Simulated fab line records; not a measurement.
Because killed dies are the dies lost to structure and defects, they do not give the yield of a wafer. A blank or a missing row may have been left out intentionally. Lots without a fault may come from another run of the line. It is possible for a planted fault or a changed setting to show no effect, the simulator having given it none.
fab line records | flow nand_harc
[record] lots = 7 | wafers = 21 | last_day = 31
route steps=1302 shown A_WL_FILL@959 END@1302
lots that met no fault: taken from a fault-free run of the same line
start_h: hours from the record's opening day to when the first of the lot's shown wafers began | wait_h: how many hours have passed since the lot's step before this one | " as in the row above | L1.1+2: several wafers, shown together as one row | - no value, or no start given | * or withheld: withheld | < > ~ a bound
route shown NAME@n: names a module that has steps shown in the file, with the first one's number in the route | usual: the fault-free wafers' mean and standard deviation | same: alike in all rows | chamber/n: place in a boat | sites: per-site readings | _std_site: how widely they spread, as a standard deviation | _edge_site: the outer-site mean with the inner-site mean subtracted | radius_mm: how far each site lies from the wafer's centre | mask NAME#n: copy n | behind: the most recent tool/chamber to have shaped the wafer | hold: why the lot was held/for how many hours/how that ended | device: the n, p or np transistor that did not switch | end of line: the same wafers' tests at the end of the route | a step given without rows: its recipe and nothing more | killed: dies that structure and defects cost at the first sort, which is not the same as the wafer's yield | map: per-die view of a wafer (x killed, . not killed, _ where there is no die)
set.NAME: the setting that was run; set.NAME@STEP: the one run at that earlier step | model.NAME: the simulator's own value behind a step, which no gauge read
a table for each step, a row for each wafer; lots at some steps of the route
services: a tool's chamber out of use, with start hour (start_h, from the record's first day; less than 0 if before it), hours out, and reason
[[steps]]
[step NHARC_A_WL_FILL_STRIP_27]
[recipe] power_w = 1500 | temp_c = 250 | time_s = 20 | chemistry = N2/H2
[usual] drypump_motor_current_A = 5.5/0.52 | heater_power_w = 341/15 | rf_refl_power_W = 29/8.8 | temp_c = 250.00/0.18
lot.wafer | tool            | chamber | start_h | wait_h | drypump_motor_current_A | heater_power_w | rf_hours_counter_h | rf_refl_power_W | temp_c
L903.1    | plasma_asher-02 | 0       | 479.01  | 0.1    | 4.8                     | 337            | 9                  | 36              | 250.33
L903.2    | "               | 1       | "       | "      | 5.2                     | 333            | 9                  | 39              | 249.98
L903.5    | "               | 1       | "       | "      | 5.2                     | 340            | -                  | 40              | 250.42
L904.1    | plasma_asher-02 | 1       | 488.51  | 0.1    | 5.2                     | 341            | 10                 | 43              | 249.97
L904.3    | "               | 1       | "       | "      | 5.2                     | 330            | -                  | 41              | 249.83
L904.6    | "               | 0       | "       | "      | 4.8                     | 331            | -                  | 35              | 249.83
L908.3    | plasma_asher-02 | 0       | 531.01  | 0.1    | 4.8                     | 336            | -                  | 36              | 249.89
L908.4    | "               | 1       | "       | "      | 5.2                     | 329            | -                  | 42              | 250.17
L908.6    | "               | 0       | "       | "      | 4.8                     | 330            | -                  | 35              | 250.11
L913.2    | plasma_asher-02 | 1       | 563.53  | 0.1    | 5.2                     | 336            | 26                 | -               | 249.99
L913.1    | "               | 0       | "       | "      | 4.8                     | 328            | 26                 | -               | 250.09
L913.4    | "               | 1       | "       | "      | 5.2                     | 332            | -                  | -               | 249.98
L917.2    | plasma_asher-01 | 1       | 606.94  | 0.8    | 6.2                     | 356            | 16                 | 25              | 250.11
L917.4    | "               | 0       | "       | "      | 5.7                     | 323            | -                  | 18              | 250.07
L917.3    | "               | 1       | "       | "      | 6.2                     | 371            | -                  | 26              | 250.15
L916.3    | plasma_asher-01 | 1       | 609.91  | 0.1    | 6.2                     | 360            | -                  | 25              | 249.97
L916.6    | "               | 1       | "       | "      | 6.1                     | 367            | -                  | 25              | 250.11
L916.5    | "               | 0       | "       | "      | 5.7                     | 329            | -                  | 18              | 249.73
L918.1    | plasma_asher-01 | 0       | 622.97  | 0.1    | 5.7                     | 325            | 20                 | 18              | 249.97
L918.4    | "               | 0       | "       | "      | 5.7                     | 328            | -                  | 18              | 250.01
L918.5    | "               | 1       | "       | "      | 6.2                     | 358            | -                  | 26              | 250.09
[step NHARC_A_WL_FILL_STRIP_28]
[recipe] time_s = 1200 | temp_c = 72.5 | chemistry = post_etch_residue_remover
[step NHARC_A_WL_FILL_PRECLEAN_06]
[recipe] time_s = 300 | chemistry = DIW
[step NHARC_A_WL_FILL_SRD_07]
[step NHARC_A_WL_FILL_ANNEAL_08]
[recipe] temp_c = 450 | time_s = 1800
[step NHARC_A_WL_FILL_ALD_10]
[recipe] target_thk_a = 500 | pulse_time_s = 10 | ald_cycles = 500 | temp_c = 300 | material = SiO2
[usual] heater_power_w = 465/40 | precursor_pulse_height_rel = 0.996/0.019
[same] pulse_time_s = 10
lot.wafer | tool      | chamber | start_h | wait_h | heater_power_w | precursor_pulse_height_rel
L903.2    | ald_hk-04 | 1       | 484.24  | 1.0    | 414            | 0.974
L903.1    | "         | 3       | 485.28  | 2.0    | 465            | 0.997
L903.5    | "         | 0       | "       | "      | 469            | 1.029
L904.3    | ald_hk-02 | 0       | 494.76  | 1.1    | 518            | 0.977
L904.1    | "         | 1       | "       | "      | 485            | 1.003
L904.6    | "         | 2       | "       | "      | 481            | 0.951
L908.3    | ald_hk-01 | 3       | 536.24  | 0.1    | 486            | 1.026
L908.4    | "         | 0       | "       | "      | 407            | 0.988
L908.6    | "         | 3       | 538.29  | 2.1    | 500            | 0.999
L913.1    | ald_hk-02 | 1       | 574.07  | 3.2    | 477            | 0.990
L913.2    | "         | 2       | "       | "      | 457            | 0.979
L913.4    | "         | 0       | 575.62  | 4.7    | 541            | 0.958
L916.3    | ald_hk-01 | 3       | 617.18  | 2.4    | 503            | 1.047
L916.6    | "         | 1       | 618.20  | 3.4    | 411            | 1.002
L916.5    | "         | 2       | "       | "      | 415            | 1.000
L917.2    | ald_hk-01 | 0       | 619.23  | 4.4    | 402            | 0.963
L917.3    | "         | 1       | "       | "      | 426            | 0.996
L917.4    | "         | 2       | "       | "      | 427            | 0.997
L918.4    | ald_hk-01 | 2       | 628.86  | 0.6    | 416            | 1.010
L918.1    | "         | 3       | "       | "      | 493            | 0.956
L918.5    | "         | 2       | 630.93  | 2.6    | 419            | 1.018
[step NHARC_A_WL_FILL_ETCHBACK_16]
[recipe] target_depth_a = 1200 | time_s = 24 | c4f8_flow_sccm = withheld | o2_flow_sccm = 8 | ar_flow_sccm = withheld | rf_w = 600 | bias_w = 800 | chemistry = C4F8/O2/Ar
[step NHARC_A_WL_FILL_STRIP_29]
[recipe] time_s = 20 | o2_flow_sccm = 500 | ar_flow_sccm = 0 | bias_w = 0 | chemistry = O2
[usual] drypump_motor_current_A = 5.6/0.5 | oes_product_au = 0.997/0.011 | rf_vpp_V = 58.0/0.89 | showerhead_plenum_p_Torr = 3.61/0.12 | throttle_valve_pct = 17.037/0.0089
[same] bias_w = 0
lot.wafer | tool        | chamber | start_h | wait_h | drypump_motor_current_A | oes_product_au | rf_hours_counter_h | rf_vpp_V | showerhead_plenum_p_Torr | throttle_valve_pct
L903.1    | rie_diel-08 | 2       | 488.50  | 0.1    | 6.7                     | 0.997          | 3.6                | 58.6     | 3.55                     | 17.028
L903.2    | "           | 0       | "       | "      | 5.8                     | 0.986          | 3.6                | 58.6     | 3.74                     | 17.028
L903.5    | "           | 3       | "       | "      | 5.5                     | 0.966          | -                  | 57.5     | 3.62                     | 17.039
L904.3    | rie_diel-08 | 0       | 498.47  | 0.1    | 5.8                     | 0.997          | 3.8                | 59.8     | 3.74                     | 17.046
L904.1    | "           | 3       | "       | "      | 5.5                     | 0.984          | 4.2                | 57.9     | 3.62                     | 17.047
L904.6    | "           | 0       | "       | "      | 5.8                     | 1.009          | -                  | 58.2     | 3.74                     | 17.040
L908.3    | rie_diel-12 | 1       | 540.96  | 0.1    | 5.5                     | 0.983          | 2.1                | 58.5     | 3.55                     | 17.031
L908.4    | "           | 0       | "       | "      | 5.4                     | 0.996          | 2.4                | 58.8     | 3.45                     | 17.047
L908.6    | "           | 2       | "       | "      | 5.2                     | 1.011          | -                  | 58.1     | 3.45                     | 17.044
L913.4    | rie_diel-11 | 2       | 578.83  | 0.1    | 6.2                     | 1.004          | 8.0                | 58.7     | 3.74                     | 17.017
L913.1    | "           | 3       | "       | "      | 5.7                     | 0.997          | 8.0                | 58.7     | 3.76                     | 17.040
L913.2    | "           | 0       | "       | "      | 5.5                     | 0.990          | 8.0                | 59.2     | 3.61                     | 17.049
L916.3    | rie_diel-11 | 1       | 620.90  | 0.1    | 4.7                     | 1.015          | 0.0                | 57.1     | 3.49                     | 17.035
L916.6    | "           | 2       | "       | "      | 6.1                     | 1.009          | -                  | 58.7     | 3.74                     | 17.032
L916.5    | "           | 3       | "       | "      | 5.7                     | 1.004          | -                  | 58.8     | 3.76                     | 17.036
L917.4    | rie_diel-08 | 2       | 623.93  | 0.1    | 6.7                     | 1.010          | 2.6                | 58.5     | 3.55                     | 17.032
L917.3    | "           | 3       | "       | "      | 5.5                     | 0.982          | 2.4                | 57.7     | 3.62                     | 17.025
L917.2    | "           | 1       | "       | "      | 5.1                     | 1.011          | 2.5                | 57.4     | 3.45                     | 17.032
L918.4    | rie_diel-11 | 2       | 633.09  | 0.1    | 6.1                     | 0.992          | 0.9                | 58.9     | 3.74                     | 17.036
L918.1    | "           | 3       | "       | "      | 5.7                     | 1.001          | 0.9                | 57.7     | 3.75                     | 17.042
L918.5    | "           | 1       | "       | "      | 4.7                     | 1.002          | -                  | 58.5     | 3.49                     | 17.047
[step NHARC_A_WL_FILL_ETCHBACK_17]
[recipe] target_depth_a = 40 | time_s = 26.7 | chemistry = Cl2/BCl3
[usual] drypump_motor_current_A = 5.9/0.48 | oes_product_au = 0.997/0.0096
lot.wafer | tool         | chamber | start_h | wait_h | drypump_motor_current_A | oes_product_au | rf_hours_counter_h
L903.2    | rie_metal-03 | 1       | 488.58  | -      | 5.5                     | 1.007          | 2.9
L903.1    | "            | 0       | "       | "      | 5.9                     | 1.003          | 2.4
L903.5    | "            | 0       | "       | "      | 5.9                     | 1.001          | -
L904.1    | rie_metal-02 | 0       | 498.58  | -      | 5.2                     | 1.010          | 0.7
L904.3    | "            | 0       | "       | "      | 5.2                     | 0.998          | -
L904.6    | "            | 0       | "       | "      | 5.2                     | 1.014          | -
L908.4    | rie_metal-03 | 1       | 541.09  | -      | 5.6                     | 0.999          | -
L908.3    | "            | 0       | "       | "      | 5.9                     | 0.992          | -
L908.6    | "            | 0       | "       | "      | 5.9                     | 0.985          | -
L913.1    | rie_metal-03 | 1       | 578.92  | -      | 5.6                     | 0.997          | 1.0
L913.2    | "            | 0       | "       | "      | 5.9                     | 0.996          | 1.0
L913.4    | "            | 0       | "       | "      | 5.9                     | 0.998          | -
L916.3    | rie_metal-02 | 1       | 621.03  | -      | 5.8                     | 0.996          | -
L916.5    | "            | 1       | "       | "      | 5.8                     | 1.003          | -
L916.6    | "            | 0       | "       | "      | 5.2                     | 1.014          | -
L917.2    | rie_metal-02 | 0       | 624.01  | -      | 5.2                     | 1.013          | 2.6
L917.3    | "            | 0       | "       | "      | 5.2                     | 1.012          | -
L917.4    | "            | 1       | "       | "      | 5.8                     | 1.002          | -
L918.1    | rie_metal-03 | 0       | 633.17  | -      | 5.9                     | 0.992          | 2.1
L918.4    | "            | 1       | "       | "      | 5.6                     | 1.002          | -
L918.5    | "            | 0       | "       | "      | 5.9                     | 1.000          | -
[step NHARC_A_WL_FILL_PRECLEAN_18]
[recipe] time_s = 30 | chemistry = dHF
[step NHARC_A_WL_FILL_SRD_21]
[step NHARC_A_WL_FILL_CVD_23]
[recipe] target_thk_a = 400 | temp_c = 620 | pressure_mtorr = 200 | time_s = 800 | material = poly-Si
[usual] zone_power_centre_pct = 8.4/0.64
lot.wafer | tool          | chamber | start_h | wait_h | zone_power_centre_pct
L903.1    | lpcvd_poly-01 | 0       | 491.22  | 2.4    | 9.2
L903.2    | "             | 0       | "       | "      | 9.3
L903.5    | "             | 0       | "       | "      | 9.3
L904.1    | lpcvd_poly-02 | 0       | 501.12  | 2.3    | 8.7
L904.3    | "             | 0       | "       | "      | 8.7
L904.6    | "             | 0       | "       | "      | 8.7
L908.3    | lpcvd_poly-03 | 0       | 543.71  | 2.4    | 7.5
L908.4    | "             | 0       | "       | "      | 7.5
L908.6    | "             | 0       | "       | "      | 7.7
L913.1    | lpcvd_poly-02 | 0       | 611.47  | 32.3   | 8.6
L913.2    | "             | 0       | "       | "      | 8.6
L913.4    | "             | 0       | "       | "      | 8.6
L918.1    | lpcvd_poly-03 | 0       | 636.66  | 3.3    | 7.7
L918.4    | "             | 0       | "       | "      | 7.6
L918.5    | "             | 0       | "       | "      | 7.6
L916.3    | lpcvd_poly-02 | 0       | 653.54  | 32.3   | 8.9
L916.5    | "             | 0       | "       | "      | 8.9
L916.6    | "             | 0       | "       | "      | 8.8
L917.2    | lpcvd_poly-02 | 0       | 656.57  | 32.3   | 8.8
L917.3    | "             | 0       | "       | "      | 8.7
L917.4    | "             | 0       | "       | "      | 8.7
[step NHARC_A_WL_FILL_ETCHBACK_26]
[recipe] target_depth_a = 520 | time_s = 13.3 | hbr_flow_sccm = 150 | rf_w = 350 | icp_w = 350 | bias_w = 60 | chemistry = HBr
[usual] bias_w = 60.00/0.21 | drypump_motor_current_A = 5.9/0.47 | hbr_flow_sccm = 150.0/0.44 | oes_product_au = 1.000/0.01 | throttle_valve_pct = 23.266/0.0083
lot.wafer | tool      | chamber | start_h | wait_h | bias_w | drypump_motor_current_A | hbr_flow_sccm | oes_product_au | rf_hours_counter_h | throttle_valve_pct
L903.2    | rie_si-02 | 0       | 493.74  | 0.4    | 59.93  | 4.9                     | 149.9         | 1.002          | 0.25               | 23.243
L903.1    | "         | 3       | "       | "      | 60.25  | 5.6                     | 150.0         | 0.993          | 0.25               | 23.262
L903.5    | "         | 0       | "       | "      | 60.06  | 4.9                     | 150.1         | 0.988          | -                  | 23.273
L904.3    | rie_si-04 | 1       | 503.75  | 0.4    | 59.81  | 5.3                     | 150.7         | 0.984          | 0.96               | 23.276
L904.1    | "         | 2       | "       | "      | 59.94  | 6.5                     | 149.5         | 1.010          | 0.80               | 23.256
L904.6    | "         | 3       | "       | "      | 59.78  | 5.6                     | 149.9         | 0.982          | -                  | 23.273
L908.4    | rie_si-03 | 2       | 546.27  | 0.4    | 60.25  | 5.8                     | 150.6         | 1.004          | 0.87               | 23.272
L908.3    | "         | 0       | "       | "      | 59.97  | 6.4                     | 149.8         | 0.994          | 0.74               | 23.268
L908.6    | "         | 3       | "       | "      | 60.16  | 5.8                     | 150.4         | 1.004          | -                  | 23.266
L913.1    | rie_si-02 | 2       | 614.06  | 0.4    | 59.87  | 6.1                     | 149.1         | 1.011          | 0.77               | 23.269
L913.4    | "         | 3       | "       | "      | 59.89  | 5.6                     | 149.5         | 0.995          | 0.78               | 23.258
L913.2    | "         | 0       | "       | "      | 59.94  | 4.9                     | 149.7         | 0.989          | 0.90               | 23.274
L918.4    | rie_si-04 | 1       | 639.25  | 0.4    | 59.88  | 5.3                     | 149.6         | 1.005          | 0.60               | 23.272
L918.1    | "         | 2       | "       | "      | 59.92  | 6.5                     | 150.1         | 0.983          | 0.73               | 23.258
L918.5    | "         | 3       | "       | "      | 60.27  | 5.6                     | 149.6         | 0.989          | -                  | 23.269
L916.3    | rie_si-04 | 0       | 656.14  | 0.4    | 59.96  | 6.4                     | 150.3         | 1.008          | 0.67               | 23.271
L916.6    | "         | 2       | "       | "      | 60.21  | 6.5                     | 150.3         | 0.980          | -                  | 23.256
L916.5    | "         | 3       | "       | "      | 60.17  | 5.6                     | 150.3         | 0.988          | -                  | 23.269
L917.2    | rie_si-04 | 0       | 659.18  | 0.4    | 60.07  | 6.4                     | 149.7         | 1.008          | 0.69               | 23.265
L917.4    | "         | 2       | "       | "      | 60.27  | 6.5                     | 149.5         | 0.984          | 0.69               | 23.269
L917.3    | "         | 3       | "       | "      | 59.76  | 5.6                     | 149.2         | 0.977          | 0.74               | 23.278
[step NHARC_END_SORT_01]
[recipe] temp_c = 25
[usual] killed_at_array = 62/22 | killed_at_other = 1.0/1.4 | killed_at_periphery = 4.2/2.8 | killed_dies = 67/23 | killed_open = 3.1/1.7 | killed_short = 2.1/1.5
[same] gross_dies = 677
lot.wafer | tool      | chamber | start_h | wait_h | killed_at_array | killed_at_other | killed_at_periphery | killed_dies | killed_open | killed_short
L903.1    | prober-02 | 0       | 587.85  | 2.5    | 64              | 0               | 6                   | 70          | 2           | 2
L903.2    | prober-02 | 0       | 588.64  | 2.8    | 62              | 0               | 6                   | 68          | 2           | 4
L903.5    | prober-02 | 0       | 591.03  | 3.7    | 69              | 0               | 7                   | 76          | 1           | 1
L904.1    | prober-01 | 0       | 587.92  | 2.5    | 55              | 0               | 5                   | 60          | 3           | 1
L904.3    | prober-01 | 0       | 589.50  | 3.1    | 51              | 0               | 6                   | 57          | 2           | 0
L904.6    | prober-01 | 0       | 591.86  | 3.9    | 54              | 0               | 5                   | 59          | 3           | 3
L908.3    | prober-02 | 0       | 630.12  | 3.1    | 83              | 5               | 3                   | 91          | 8           | 1
L908.4    | prober-02 | 0       | 630.93  | 3.4    | 85              | 2               | 5                   | 92          | 2           | 0
L908.6    | prober-02 | 0       | 632.55  | 4.0    | 108             | 1               | 0                   | 109         | 4           | 1
L913.1    | prober-01 | 0       | 691.74  | 2.5    | 52              | 1               | 5                   | 58          | 3           | 0
L913.2    | prober-01 | 0       | 692.55  | 2.8    | 47              | 0               | 4                   | 51          | 5           | 0
L913.4    | prober-01 | 0       | 694.16  | 3.4    | 57              | 2               | 2                   | 61          | 2           | 3
L918.1    | prober-02 | 0       | 717.66  | 2.5    | 48              | 3               | 9                   | 60          | 6           | 1
L918.4    | prober-02 | 0       | 720.03  | 3.4    | 47              | 0               | 10                  | 57          | 1           | 2
L918.5    | prober-02 | 0       | 720.81  | 3.7    | 44              | 2               | 9                   | 55          | 1           | 2
L916.3    | prober-01 | 0       | 738.03  | 3.1    | 57              | 0               | 4                   | 61          | 3           | 2
L916.5    | prober-01 | 0       | 739.63  | 3.7    | 59              | 0               | 2                   | 61          | 4           | 1
L916.6    | prober-01 | 0       | 740.43  | 4.0    | 52              | 1               | 4                   | 57          | 9           | 0
L917.2    | prober-01 | 0       | 745.04  | 2.8    | 68              | 2               | 8                   | 78          | 2           | 3
L917.3    | prober-01 | 0       | 745.83  | 3.1    | 72              | 1               | 2                   | 75          | 3           | 3
L917.4    | prober-01 | 0       | 746.63  | 3.4    | 82              | 0               | 2                   | 84          | 4           | 3
// killed by level:class
L903.1 A_SLIT:chamber_film_flake=28 A_CHANNEL_HOLE_D1:chamber_film_flake=25 A_CONTACT:chamber_film_flake=4 P_STI:chamber_film_flake=3 A_STAIRCASE:chamber_film_flake=2 P_GATE:geometric_particle:open=1 P_M0:geometric_particle:short=1 A_ONON_D1:geometric_particle:short=1
L904.1 A_CHANNEL_HOLE_D1:chamber_film_flake=25 A_CHANNEL_HOLE_D2:chamber_film_flake=22 P_GATE:chamber_film_flake=4 A_STAIRCASE:chamber_film_flake=3 P_M0:geometric_particle:open=1 A_CHANNEL_HOLE_D1:geometric_particle:open=1 A_ONON_D2:geometric_particle:short=1 A_WL_FILL:geometric_particle:open=1
L903.2 A_CHANNEL_HOLE_D1:chamber_film_flake=28 A_SLIT:chamber_film_flake=19 A_CHANNEL_HOLE_D2:chamber_film_flake=8 A_STAIRCASE:chamber_film_flake=3 P_STI:chamber_film_flake=2 A_CONTACT:chamber_film_flake=2 P_STI:geometric_particle:short=1 P_GATE:geometric_particle:short=1
L904.3 A_CHANNEL_HOLE_D2:chamber_film_flake=26 A_CHANNEL_HOLE_D1:chamber_film_flake=16 P_GATE:chamber_film_flake=6 A_CONTACT:chamber_film_flake=3 A_STAIRCASE:chamber_film_flake=2 A_WL_FILL:geometric_particle:open=1 A_M1:geometric_particle:open=1 A_ZERO_WELL:chamber_film_flake=1
L903.5 A_CHANNEL_HOLE_D1:chamber_film_flake=29 A_SLIT:chamber_film_flake=23 A_CONTACT:chamber_film_flake=6 P_STI:chamber_film_flake=5 A_CHANNEL_HOLE_D2:chamber_film_flake=3 P_GATE:chamber_film_flake=2 A_CHANNEL_FILL_D2:chamber_film_flake=2 A_STAIRCASE:chamber_film_flake=2
L904.6 A_CHANNEL_HOLE_D1:chamber_film_flake=23 A_CHANNEL_HOLE_D2:chamber_film_flake=19 P_GATE:chamber_film_flake=4 A_DECK1_JOINT:chamber_film_flake=2 A_WL_FILL:chamber_film_flake=2 A_CONTACT:chamber_film_flake=2 P_M0:geometric_particle:short=1 A_ONON_D2:geometric_particle:short=1
L908.3 A_CHANNEL_HOLE_D1:chamber_film_flake=32 A_SLIT:chamber_film_flake=21 A_CHANNEL_HOLE_D2:chamber_film_flake=7 A_WL_FILL:chamber_film_flake=4 THIN_TSV:chamber_film_flake=4 A_STAIRCASE:chamber_film_flake=3 A_ZERO_WELL:chamber_film_flake=3 A_CHANNEL_FILL_D1:chamber_film_flake=3
L908.4 A_CHANNEL_HOLE_D1:chamber_film_flake=35 A_SLIT:chamber_film_flake=29 A_CHANNEL_HOLE_D2:chamber_film_flake=6 A_WL_FILL:chamber_film_flake=6 P_ZERO_WELL:chamber_film_flake=3 A_CHANNEL_FILL_D1:chamber_film_flake=3 A_STAIRCASE:chamber_film_flake=3 A_DECK1_JOINT:chamber_film_flake=2
L908.6 A_SLIT:chamber_film_flake=36 A_CHANNEL_HOLE_D1:chamber_film_flake=34 A_CHANNEL_HOLE_D2:chamber_film_flake=16 A_STAIRCASE:chamber_film_flake=12 A_ZERO_WELL:chamber_film_flake=2 A_ONON_D1:geometric_particle:open=1 A_CHANNEL_FILL_D1:geometric_particle:short=1 A_STAIRCASE:geometric_particle:open=1
L913.1 A_SLIT:chamber_film_flake=39 A_CHANNEL_HOLE_D1:chamber_film_flake=4 A_CONTACT:chamber_film_flake=3 P_ZERO_WELL:chamber_film_flake=2 A_CHANNEL_FILL_D1:chamber_film_flake=2 P_M0:geometric_particle:open=1 P_M1:geometric_particle:open=1 A_DECK1_JOINT:geometric_particle:open=1
L913.2 A_SLIT:chamber_film_flake=30 A_CHANNEL_HOLE_D1:chamber_film_flake=6 A_CONTACT:chamber_film_flake=5 A_CHANNEL_FILL_D1:chamber_film_flake=2 P_STI:geometric_particle:open=1 P_GATE:geometric_particle:open=1 P_M0:geometric_particle:open=1 A_CHANNEL_FILL_D1:geometric_particle:open=1
L913.4 A_SLIT:chamber_film_flake=34 A_CHANNEL_HOLE_D1:chamber_film_flake=9 A_CONTACT:chamber_film_flake=3 A_ZERO_WELL:chamber_film_flake=2 A_SGD_CUT:chamber_film_flake=2 A_WL_FILL:chamber_film_flake=2 THIN_TSV:chamber_film_flake=2 P_M2:geometric_particle:short=1
L918.1 A_CHANNEL_HOLE_D1:chamber_film_flake=28 P_CONTACT:chamber_film_flake=5 P_GATE:chamber_film_flake=4 A_CONTACT:chamber_film_flake=4 A_STAIRCASE:chamber_film_flake=3 A_SLIT:chamber_film_flake=3 THIN_TSV:chamber_film_flake=3 A_CHANNEL_FILL_D1:geometric_particle:open=1
L918.4 A_CHANNEL_HOLE_D1:chamber_film_flake=32 A_CONTACT:chamber_film_flake=7 P_CONTACT:chamber_film_flake=6 P_GATE:chamber_film_flake=3 A_STAIRCASE:chamber_film_flake=2 P_CONTACT:geometric_particle:open=1 A_SGD_CUT:geometric_particle:short=1 A_WL_FILL:geometric_particle:short=1
L918.5 A_CHANNEL_HOLE_D1:chamber_film_flake=25 A_CONTACT:chamber_film_flake=10 P_GATE:chamber_film_flake=4 A_SLIT:chamber_film_flake=3 P_STI:chamber_film_flake=2 THIN_TSV:chamber_film_flake=2 P_CONTACT:chamber_film_flake=2 A_WL_FILL:chamber_film_flake=2
L916.3 A_CHANNEL_HOLE_D2:chamber_film_flake=32 A_CHANNEL_HOLE_D1:chamber_film_flake=13 P_BONDPAD:chamber_film_flake=3 A_CONTACT:chamber_film_flake=3 A_DECK1_JOINT:geometric_particle:open=2 A_SLIT:chamber_film_flake=2 A_WL_FILL:chamber_film_flake=2 A_ONON_D2:geometric_particle:short=1
L916.5 A_CHANNEL_HOLE_D2:chamber_film_flake=34 A_CHANNEL_HOLE_D1:chamber_film_flake=10 A_CONTACT:chamber_film_flake=5 A_STAIRCASE:chamber_film_flake=2 A_WL_FILL:chamber_film_flake=2 P_CONTACT:geometric_particle:open=1 A_CHANNEL_HOLE_D1:geometric_particle:short=1 A_CHANNEL_HOLE_D1:geometric_particle:open=1
L916.6 A_CHANNEL_HOLE_D2:chamber_film_flake=30 A_CHANNEL_HOLE_D1:chamber_film_flake=8 A_CONTACT:chamber_film_flake=4 P_CONTACT:geometric_particle:open=2 A_CONTACT:geometric_particle:open=2 A_WL_FILL:chamber_film_flake=2 P_GATE:geometric_particle:open=1 A_SOURCE_PLATE:geometric_particle:open=1
L917.2 A_SLIT:chamber_film_flake=31 A_CHANNEL_HOLE_D1:chamber_film_flake=25 A_CONTACT:chamber_film_flake=6 P_BONDPAD:chamber_film_flake=4 P_GATE:geometric_particle:short=1 P_CONTACT:geometric_particle:open=1 P_M0:geometric_particle:open=1 A_ONON_D1:geometric_particle:short=1
L917.3 A_CHANNEL_HOLE_D1:chamber_film_flake=28 A_SLIT:chamber_film_flake=28 A_CONTACT:chamber_film_flake=7 A_CHANNEL_FILL_D1:geometric_particle:short=2 A_DECK1_JOINT:chamber_film_flake=2 A_WL_FILL:chamber_film_flake=2 P_GATE:geometric_particle:open=1 A_SOURCE_PLATE:geometric_particle:open=1
L917.4 A_SLIT:chamber_film_flake=38 A_CHANNEL_HOLE_D1:chamber_film_flake=30 A_STAIRCASE:chamber_film_flake=3 A_CONTACT:chamber_film_flake=3 A_M0:geometric_particle:open=2 P_BONDPAD:chamber_film_flake=2 A_ONON_D1:geometric_particle:short=1 A_CHANNEL_HOLE_D1:geometric_particle:open=1
[[services]]
tool            | chamber | start_h | hours | kind
rie_diel-12     | 2       | 468.17  | 4.6   | repair
rie_si-04       | -       | 490.59  | 0.5   | repair
rie_diel-11     | -       | 508.27  | 0.3   | repair
rie_metal-03    | -       | 519.00  | 9.0   | pm
rie_si-04       | -       | 519.00  | 9.0   | pm
plasma_asher-01 | -       | 519.73  | 9.0   | pm
rie_si-04       | 1       | 530.13  | 8.4   | repair
ald_hk-02       | -       | 530.90  | 10.0  | pm
rie_diel-08     | -       | 544.84  | 9.0   | pm
rie_si-02       | 3       | 567.73  | 3.6   | repair
lpcvd_poly-01   | -       | 567.86  | 26.0  | pm
rie_si-03       | -       | 575.00  | 9.0   | pm
rie_si-03       | 2       | 588.26  | 5.0   | repair
rie_metal-02    | -       | 591.83  | 27.4  | repair
plasma_asher-02 | -       | 603.08  | 9.0   | pm
plasma_asher-01 | -       | 605.83  | 0.4   | repair
rie_diel-11     | -       | 609.50  | 9.0   | pm
rie_diel-11     | 0       | 619.74  | 6.2   | repair
rie_diel-08     | 0       | 627.69  | 8.6   | repair
rie_metal-02    | -       | 631.00  | 9.0   | pm
rie_si-02       | -       | 631.00  | 9.0   | pm
rie_metal-03    | 0       | 634.11  | 17.5  | repair
rie_diel-11     | -       | 641.52  | 1.1   | repair
ald_hk-01       | -       | 657.27  | 10.0  | pm
[[key]]
[first_sign] step = NHARC_A_WL_FILL_CVD_23 | reading = wait_h | direction = changed
effect none on later readings
met_at NHARC_A_WL_FILL_CVD_23
struck_wafers L913.1,L913.2,L913.4,L916.3,L916.5,L916.6,L917.2,L917.3,L917.4
tester_left_out L913,L916,L917
[fault] kind = queue_time_violation | tool = lpcvd_poly-01,lpcvd_poly-02,lpcvd_poly-03 | chamber = 0 | onset_h = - | steps = NHARC_A_WL_FILL_CVD_23 | delay_hr = 30 | scope = struck_lots_only
// tester_left_out: of these lots the tester's yield and bins aren't shown, on N5 and GAA mostly nor the transistor test; their killed dies are dies lost to structure and defects alone, not to doping, threshold or leakage, so they don't give the yield
